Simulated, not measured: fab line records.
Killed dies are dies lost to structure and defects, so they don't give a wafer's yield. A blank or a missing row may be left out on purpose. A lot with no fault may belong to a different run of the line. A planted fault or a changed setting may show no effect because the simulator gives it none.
Chamber matching	flow n5Finfet	4 sister chambers for N5_BEOL_M0_CUTY_DESCUM_61 on rieDiel-04
The step chemistry O2, time 7.9 s. 4 wafers are shown with their chamber, then 8 later ones without.

EACH WAFER AND ITS CHAMBER
wafer	chamber	showerheadPlenumPTorr (Torr)
L082.5	3	2.09
L086.1	2	2.05
L086.4	1	1.99
L091.3	0	2.14

WAFERS WITH NO CHAMBER GIVEN
wafer	showerheadPlenumPTorr (Torr)
L091.4	2.04
L091.5	1.99
L092.1	2.04
L092.2	1.98
L092.5	2.14
L094.1	2.14
L094.4	2.04
L094.5	2.04

WHICH CHAMBER EACH ONE RAN IN
wafer	from the rows above	in truth
L091.4	2	2
L091.5	1	1
L092.1	2	2
L092.2	1	1
L092.5	0	0
L094.1	0	0
L094.4	2	2
L094.5	2	2
8 of 8 placed correctly. Not placeable from these rows: 0. Number placed wrongly: 0.
How it was worked out, from the rows above alone: a wafer's distance from a chamber is the root of the sum, over the readings, of the square of ((its reading less the chamber's mean) divided by the reading's scatter). If the next closest chamber is less than 2 further off than the closest, the wafer can't be placed; otherwise it belongs to the closest. The mean given for a chamber averages the wafers shown for that chamber. The scatter: root of mean squared gap, hidden wafer to nearest shown wafer, with one shown wafer a chamber.
